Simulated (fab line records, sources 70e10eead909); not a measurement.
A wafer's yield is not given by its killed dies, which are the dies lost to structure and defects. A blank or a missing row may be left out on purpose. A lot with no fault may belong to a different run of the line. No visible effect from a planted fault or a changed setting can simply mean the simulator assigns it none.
fab line records ; flow nand-harc
record: lots: 12; wafers: 36; last-day: 31
route steps=1302 shown P_ZERO_WELL@41 P_STI@88 END@1302
lots untouched by any fault: they come from a run of this same line in which no faults occurred
start-h: hours from the record's opening day to when the first of the lot's shown wafers began ; wait-h: hours elapsed since this lot's preceding step ; " the same as in the row above ; L1.1+2: one row covering several wafers at once ; - value missing, or start not given ; * or withheld: withheld ; < > ~ a bound
route shown NAME@n: a module of which the file shows steps, and the number in the route of the first ; usual: the fault-free wafers' mean and standard deviation ; same: alike in all rows ; chamber/n: place in a boat ; sites: per-site readings ; _std_site: how widely they spread, as a standard deviation ; _edge_site: inner sites' mean taken away from outer sites' mean ; radius-mm: how far each site lies from the wafer's centre ; mask NAME#n: copy n ; behind: the last tool/chamber to shape the wafer ; hold: what put the lot on hold/how long, in hours/how the hold closed ; device: transistor that didn't switch, given as n, p or np ; end of line: tests of these same wafers at the route's end ; where a step has no rows: the recipe by itself ; killed: at the first sort, the dies lost to defects and structure; wafer yield is something else ; map: the dies of a wafer, with x for killed, . for not killed, _ for no die there
set.NAME: the run value of the setting; set.NAME@STEP: its run value at that earlier step ; model.NAME: the simulator's own value behind a step, which no gauge read
route steps across a sampled set of lots; one table per step, one row per wafer
services: from which hour (start-h, from the record's first day; less than 0 if before it) a tool's chamber was out of use, for how many hours, and why
== steps ==
step: NHARC_P_ZERO_WELL_EXPOSE_34
recipe: na: 0.6; target-cd-nm: 720; dose-mj: 22.31; mask-id: P_PWELL
lot.wafer;tool;chamber;start-h;wait-h;mask
L902.1+5+6;krf-scanner-03;0;44.17;-;P_PWELL#0
L903.1+5+6;krf-scanner-02;0;54.18;-;P_PWELL#0
L905.2+3+6;krf-scanner-03;0;74.10;-;P_PWELL#0
L906.1+2+6;krf-scanner-02;0;84.28;-;P_PWELL#0
L907.1+3+5;krf-scanner-03;0;98.21;-;P_PWELL#0
L909.1+4+6;krf-scanner-02;0;114.08;-;P_PWELL#0
L910.1+2+6;krf-scanner-02;0;125.94;-;P_PWELL#0
L911.1+2+3;krf-scanner-03;0;134.15;-;P_PWELL#0
L912.1+2+5;krf-scanner-02;0;143.96;-;P_PWELL#0
L913.3+5+6;krf-scanner-03;0;154.00;-;P_PWELL#0
L916.1+2+5;krf-scanner-02;0;183.95;-;P_PWELL_R1#0
L918.1+3+4;krf-scanner-02;0;203.91;-;P_PWELL#0
step: NHARC_P_ZERO_WELL_CD_MEAS_37
recipe: target-cd-nm: 720; landing-energy-ev: 500
usual: cd-nm: 720.1/1.7
lot.wafer;tool;chamber;start-h;wait-h;cd-nm
L902.1;cd-sem-01;0;44.33;-;717.9
L902.5;cd-sem-01;0;44.33;-;719.7
L902.6;cd-sem-01;0;44.33;-;718.8
L903.1;cd-sem-02;0;54.34;-;720.4
L903.5;cd-sem-02;0;54.34;-;718.9
L903.6;cd-sem-02;0;54.34;-;720.6
L905.2;cd-sem-01;0;74.26;-;718.8
L905.3;cd-sem-01;0;74.26;-;718.7
L905.6;cd-sem-01;0;74.26;-;719.4
L906.1;cd-sem-03;0;84.44;-;721.9
L906.2;cd-sem-03;0;84.44;-;719.3
L906.6;cd-sem-03;0;84.44;-;721.3
L907.1;cd-sem-01;0;98.37;-;721.7
L907.3;cd-sem-01;0;98.37;-;719.7
L907.5;cd-sem-01;0;98.37;-;718.5
L909.1;cd-sem-03;0;114.24;-;721.2
L909.4;cd-sem-03;0;114.24;-;721.5
L909.6;cd-sem-03;0;114.24;-;721.1
L910.1;cd-sem-02;0;126.11;-;718.9
L910.2;cd-sem-02;0;126.11;-;719.1
L910.6;cd-sem-02;0;126.11;-;719.8
L911.1;cd-sem-01;0;134.31;-;721.6
L911.2;cd-sem-01;0;134.31;-;721.8
L911.3;cd-sem-01;0;134.31;-;722.0
L912.1;cd-sem-03;0;144.12;-;722.7
L912.2;cd-sem-03;0;144.12;-;720.6
L912.5;cd-sem-03;0;144.12;-;719.6
L913.3;cd-sem-02;0;154.16;-;722.3
L913.5;cd-sem-02;0;154.16;-;720.7
L913.6;cd-sem-02;0;154.16;-;721.0
L916.1;cd-sem-02;0;184.11;-;765.1
L916.2;cd-sem-02;0;184.11;-;762.0
L916.5;cd-sem-02;0;184.11;-;763.6
L918.1;cd-sem-02;0;204.07;-;720.2
L918.3;cd-sem-02;0;204.07;-;719.1
L918.4;cd-sem-02;0;204.07;-;721.0
step: NHARC_P_ZERO_WELL_INSPECT_43
usual: raw-defect-count: 13/5.6
lot.wafer;tool;chamber;start-h;wait-h;raw-defect-count
L902.1;defect-inspect-02;-;47.82;0.6;14
L902.5;defect-inspect-02;-;47.82;0.6;9
L902.6;defect-inspect-02;-;47.82;0.6;18
L903.1;defect-inspect-01;-;57.67;0.6;20
L903.5;defect-inspect-01;-;57.67;0.6;10
L903.6;defect-inspect-01;-;57.67;0.6;8
L905.2;defect-inspect-02;-;77.85;0.5;36
L905.3;defect-inspect-02;-;77.85;0.5;10
L905.6;defect-inspect-02;-;77.85;0.5;14
L906.1;defect-inspect-01;-;87.95;0.6;12
L906.2;defect-inspect-01;-;87.95;0.6;14
L906.6;defect-inspect-01;-;87.95;0.6;8
L907.1;defect-inspect-02;-;102.16;0.6;7
L907.3;defect-inspect-02;-;102.16;0.6;7
L907.5;defect-inspect-02;-;102.16;0.6;7
L909.1;defect-inspect-01;-;117.57;0.6;9
L909.4;defect-inspect-01;-;117.57;0.6;12
L909.6;defect-inspect-01;-;117.57;0.6;12
L910.1;defect-inspect-01;-;129.46;0.6;21
L910.2;defect-inspect-01;-;129.46;0.6;10
L910.6;defect-inspect-01;-;129.46;0.6;16
L911.1;defect-inspect-02;-;137.94;0.6;7
L911.2;defect-inspect-02;-;137.94;0.6;9
L911.3;defect-inspect-02;-;137.94;0.6;12
L912.1;defect-inspect-01;-;147.59;0.6;15
L912.2;defect-inspect-01;-;147.59;0.6;7
L912.5;defect-inspect-01;-;147.59;0.6;11
L913.3;defect-inspect-01;-;157.58;0.4;12
L913.5;defect-inspect-01;-;157.58;0.4;5
L913.6;defect-inspect-01;-;157.58;0.4;9
L916.1;defect-inspect-02;-;187.44;0.6;20
L916.2;defect-inspect-02;-;187.44;0.6;24
L916.5;defect-inspect-02;-;187.44;0.6;19
L918.1;defect-inspect-01;-;207.57;0.6;13
L918.3;defect-inspect-01;-;207.57;0.6;20
L918.4;defect-inspect-01;-;207.57;0.6;11
step: NHARC_P_STI_ETCH_42
recipe: target-depth-a: 800; overetch-a: 240; time-s: 61; ion-energy-ev: 200; n2-flow-sccm: 150; h2-flow-sccm: 150; ar-flow-sccm: 0; rf-w: 400; bias-w: 150; chemistry: N2/H2
usual: drypump-motor-current-A: 6.1/0.48; h2-flow-sccm: 150.0/0.48; oes-product-au: 0.998/0.0082; rf-vpp-V: 431.6/2.3; showerhead-plenum-p-Torr: 2.08/0.084; throttle-valve-pct: 14.172/0.0093
lot.wafer;tool;chamber;start-h;wait-h;drypump-motor-current-A;h2-flow-sccm;oes-product-au;rf-hours-counter-h;rf-vpp-V;showerhead-plenum-p-Torr;throttle-valve-pct
L902.1;rie-diel-10;3;64.86;0.1;6.2;150.8;1.000;14;435.5;2.20;14.169
L902.6;rie-diel-10;1;64.86;0.1;6.0;149.6;0.978;-;430.5;2.07;14.173
L902.5;rie-diel-10;2;64.86;0.1;6.3;149.9;0.995;-;428.9;1.92;14.161
L903.1;rie-diel-10;3;75.75;0.1;6.2;149.4;1.009;0;436.2;2.20;14.170
L903.6;rie-diel-10;0;75.75;0.1;6.0;149.7;1.005;-;432.7;2.15;14.160
L903.5;rie-diel-10;1;75.75;0.1;5.9;150.8;0.994;-;431.3;2.07;14.171
L905.3;rie-diel-09;1;93.20;0.1;6.3;149.7;0.987;7;428.2;1.96;14.161
L905.2;rie-diel-09;2;93.20;0.1;6.6;149.7;0.994;7;427.0;1.97;14.173
L905.6;rie-diel-09;0;93.20;0.1;6.4;149.4;0.999;-;432.2;2.15;14.170
L906.1;rie-diel-09;2;103.92;0.1;6.6;148.8;0.996;8;428.6;1.97;14.167
L906.2;rie-diel-09;3;103.92;0.1;5.4;150.1;0.998;7;434.0;2.20;14.182
L906.6;rie-diel-09;1;103.92;0.1;6.3;150.4;1.002;-;430.1;1.96;14.174
L907.3;rie-diel-13;2;117.16;0.1;6.5;150.3;0.995;5;430.9;2.05;14.166
L907.1;rie-diel-13;0;117.16;0.1;6.2;150.2;1.002;5;429.2;2.03;14.149
L907.5;rie-diel-13;3;117.16;0.1;6.1;149.5;0.992;-;430.7;2.08;14.176
L909.4;rie-diel-13;0;133.57;0.1;6.2;149.6;0.995;6;429.0;2.03;14.175
L909.1;rie-diel-13;1;133.57;0.1;4.8;149.6;0.985;6;432.5;2.13;14.172
L909.6;rie-diel-13;2;133.57;0.1;6.5;150.0;0.986;-;430.9;2.05;14.163
L910.2;rie-diel-13;3;146.15;0.1;6.1;149.5;1.001;7;431.5;2.08;14.163
L910.1;rie-diel-13;1;146.15;0.1;4.9;149.7;0.981;7;433.6;2.13;14.184
L910.6;rie-diel-13;0;146.15;0.1;6.2;149.2;0.998;-;430.3;2.03;14.173
L911.1;rie-diel-09;2;157.63;0.1;6.6;149.5;0.991;0;427.8;1.97;14.171
L911.2;rie-diel-09;0;157.63;0.1;6.4;150.2;1.001;0;433.9;2.15;14.188
L911.3;rie-diel-09;1;157.63;0.1;6.3;149.8;0.993;0;428.8;1.96;14.161
L912.1;rie-diel-10;3;167.27;0.1;6.2;149.8;1.009;7;434.3;2.20;14.178
L912.2;rie-diel-10;0;167.27;0.1;6.0;150.4;0.987;7;433.1;2.15;14.175
L912.5;rie-diel-10;0;167.27;0.1;6.0;150.8;0.991;-;433.8;2.15;14.167
L913.3;rie-diel-10;1;175.53;0.1;5.9;150.5;0.988;9;430.8;2.07;14.167
L913.6;rie-diel-10;2;175.53;0.1;6.3;149.5;1.007;-;426.1;1.92;14.175
L913.5;rie-diel-10;3;175.53;0.1;6.2;150.1;1.002;-;436.2;2.20;14.184
L916.1;rie-diel-09;0;203.26;0.1;6.4;149.4;0.997;3;434.1;2.14;14.160
L916.2;rie-diel-09;1;203.26;0.1;6.3;149.5;0.990;3;428.1;1.96;14.174
L916.5;rie-diel-09;1;203.26;0.1;6.3;149.1;0.985;-;427.7;1.96;14.170
L918.1;rie-diel-13;3;223.35;0.1;6.1;148.9;1.018;3;431.6;2.08;14.162
L918.3;rie-diel-13;0;223.35;0.1;6.3;150.7;0.994;3;429.3;2.03;14.179
L918.4;rie-diel-13;1;223.35;0.1;4.8;149.6;0.999;2;433.5;2.12;14.174
step: NHARC_P_STI_ETCH_31
recipe: target-depth-a: 1089; time-s: 54.5; cf4-flow-sccm: 100; chf3-flow-sccm: 30; ar-flow-sccm: 0; rf-w: 500; bias-w: 200; chemistry: CF4/CHF3
usual: drypump-motor-current-A: 6.0/0.53; oes-product-au: 0.959/0.018; rf-vpp-V: 371.4/2; showerhead-plenum-p-Torr: 1.60/0.06; throttle-valve-pct: 16.802/0.0099
lot.wafer;tool;chamber;start-h;wait-h;drypump-motor-current-A;oes-product-au;rf-hours-counter-h;rf-vpp-V;showerhead-plenum-p-Torr;throttle-valve-pct
L902.1;rie-diel-10;0;-;-;6.0;0.978;15;373.7;1.65;16.801
L902.6;rie-diel-10;1;-;-;5.9;0.962;-;371.2;1.59;16.800
L902.5;rie-diel-10;2;-;-;6.3;0.975;-;367.1;1.49;16.795
L903.1;rie-diel-10;2;-;-;6.3;0.973;0;366.9;1.49;16.796
L903.6;rie-diel-10;2;-;-;6.3;0.972;-;368.9;1.49;16.791
L903.5;rie-diel-10;3;-;-;6.2;0.975;-;375.5;1.69;16.796
L905.2;rie-diel-09;3;-;-;5.4;0.966;7;372.4;1.68;16.804
L905.3;rie-diel-09;0;-;-;6.4;0.989;7;374.4;1.65;16.811
L905.6;rie-diel-09;0;-;-;6.4;0.985;-;373.2;1.65;16.803
L906.2;rie-diel-09;3;-;-;5.4;0.980;7;373.9;1.68;16.789
L906.1;rie-diel-09;1;-;-;6.3;0.959;8;370.2;1.52;16.791
L906.6;rie-diel-09;0;-;-;6.4;0.973;-;373.0;1.65;16.785
L907.1;rie-diel-13;2;-;-;6.4;0.952;5;370.8;1.58;16.823
L907.3;rie-diel-13;3;-;-;6.1;0.966;5;372.0;1.60;16.816
L907.5;rie-diel-13;1;-;-;4.9;0.965;-;372.5;1.63;16.803
L909.1;rie-diel-13;3;-;-;6.1;0.970;6;371.6;1.60;16.812
L909.4;rie-diel-13;2;-;-;6.5;0.964;6;370.0;1.58;16.817
L909.6;rie-diel-13;0;-;-;6.2;0.977;-;370.1;1.57;16.804
L910.1;rie-diel-13;0;-;-;6.2;0.958;7;371.1;1.57;16.796
L910.2;rie-diel-13;2;-;-;6.5;0.959;6;369.7;1.58;16.817
L910.6;rie-diel-13;0;-;-;6.2;0.955;-;369.9;1.57;16.792
L911.3;rie-diel-09;0;-;-;6.4;0.972;0;373.5;1.65;16.805
L911.2;rie-diel-09;1;-;-;6.3;0.953;0;367.9;1.52;16.821
L911.1;rie-diel-09;2;-;-;6.6;0.949;0;370.6;1.53;16.820
L912.1;rie-diel-10;1;-;-;5.9;0.955;8;369.9;1.59;16.811
L912.2;rie-diel-10;2;-;-;6.3;0.967;8;368.1;1.49;16.810
L912.5;rie-diel-10;2;-;-;6.2;0.973;-;367.6;1.49;16.790
L913.3;rie-diel-10;1;-;-;5.9;0.943;9;371.0;1.59;16.798
L913.5;rie-diel-10;0;-;-;6.0;0.941;-;374.5;1.65;16.789
L913.6;rie-diel-10;1;-;-;6.0;0.945;-;371.2;1.59;16.798
L916.1;rie-diel-09;1;-;-;6.3;0.924;3;368.7;1.52;16.801
L916.2;rie-diel-09;0;-;-;6.4;0.925;4;371.0;1.65;16.805
L916.5;rie-diel-09;2;-;-;6.6;0.921;-;368.4;1.53;16.789
L918.3;rie-diel-13;0;-;-;6.2;0.925;3;369.4;1.56;16.797
L918.1;rie-diel-13;1;-;-;4.8;0.927;2;372.8;1.63;16.804
L918.4;rie-diel-13;3;-;-;6.1;0.939;3;372.4;1.60;16.805
step: NHARC_END_SORT_01
recipe: temp-c: 25
usual: killed-at-array: 61/20; killed-at-other: 0.9/1.1; killed-at-periphery: 3.7/2.5; killed-dies: 65/21; killed-open: 3.3/1.8; killed-short: 2.3/1.5
same: gross-dies: 677
lot.wafer;tool;chamber;start-h;wait-h;killed-at-array;killed-at-other;killed-at-periphery;killed-dies;killed-open;killed-short
L918.1;prober-02;0;748.31;2.5;74;0;4;78;6;5
L918.3;prober-02;0;749.94;3.1;71;0;4;75;1;4
L918.4;prober-02;0;750.76;3.4;76;0;0;76;2;1
killed by level:class
L918.1 A_CHANNEL_HOLE_D1:chamber-film-flake=30 A_CHANNEL_HOLE_D2:chamber-film-flake=16 A_CONTACT:chamber-film-flake=9 A_SLIT:chamber-film-flake=4 A_STAIRCASE:chamber-film-flake=4 P_CONTACT:geometric-particle:open=2 A_CHANNEL_FILL_D1:geometric-particle:short=2 A_CHANNEL_FILL_D2:geometric-particle:open=2
L918.3 A_CHANNEL_HOLE_D1:chamber-film-flake=35 A_CHANNEL_HOLE_D2:chamber-film-flake=19 A_SLIT:chamber-film-flake=6 A_CHANNEL_FILL_D2:chamber-film-flake=3 A_CONTACT:chamber-film-flake=3 P_ZERO_WELL:chamber-film-flake=2 P_M1:geometric-particle:short=1 A_CHANNEL_FILL_D1:geometric-particle:short=1
L918.4 A_CHANNEL_HOLE_D1:chamber-film-flake=35 A_CHANNEL_HOLE_D2:chamber-film-flake=21 A_SLIT:chamber-film-flake=9 A_ONON_D1:geometric-particle:open=2 A_WL_FILL:chamber-film-flake=2 A_CONTACT:chamber-film-flake=2 A_ONON_D1:geometric-particle:short=1 A_BLC:chamber-film-flake=1
== services ==
tool;chamber;start-h;hours;kind
rie-diel-10;0;20.76;-;clean
rie-diel-10;1;20.76;-;clean
rie-diel-10;2;20.76;-;clean
rie-diel-10;3;20.76;-;clean
rie-diel-13;0;21.50;-;clean
rie-diel-10;3;50.98;8.3;repair
krf-scanner-03;-;52.00;4.0;pm
rie-diel-13;2;59.37;6.3;repair
rie-diel-10;-;65.74;9.0;pm
krf-scanner-02;-;86.18;2.2;repair
krf-scanner-02;-;97.21;4.0;pm
krf-scanner-03;-;102.53;1.0;repair
rie-diel-13;0;105.12;10.7;repair
krf-scanner-02;-;114.82;3.7;repair
rie-diel-10;0;125.24;10.0;repair
rie-diel-09;0;125.84;1.5;repair
rie-diel-09;2;128.87;5.4;repair
rie-diel-09;-;143.11;9.0;pm
rie-diel-13;2;161.37;24.0;repair
rie-diel-13;-;165.00;9.0;pm
rie-diel-09;3;172.76;7.4;repair
rie-diel-10;2;183.50;8.9;repair
rie-diel-10;2;201.88;16.8;repair
rie-diel-13;-;219.85;0.7;repair
== key ==
first-sign: step: NHARC_P_ZERO_WELL_EXPOSE_34; reading: mask; direction: changed
effect: step: NHARC_P_ZERO_WELL_CD_MEAS_37; reading: cd-nm; direction: up; sigmas: 26; usual: 720.1; struck: 763.5
met-at NHARC_P_ZERO_WELL_EXPOSE_34
struck-lots L916
tester-left-out L916
not-acting-at NHARC_P_ZERO_WELL_INSPECT_43,NHARC_P_STI_ETCH_42,NHARC_P_STI_ETCH_31
onset-between 143.96 183.95
fault: kind: wrong-mask; tool: any; chamber: -; onset-h: 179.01; steps: NHARC_P_ZERO_WELL_EXPOSE_34; aux-copy: P_PWELL_R1#0; cd-offset-nm: 42.199; scope: struck-lots-only
tester-left-out: of these lots the tester's yield and bins aren't shown, on N5 and GAA mostly nor the transistor test; their killed dies are dies lost to structure and defects alone, not to doping, threshold or leakage, so they don't give the yield
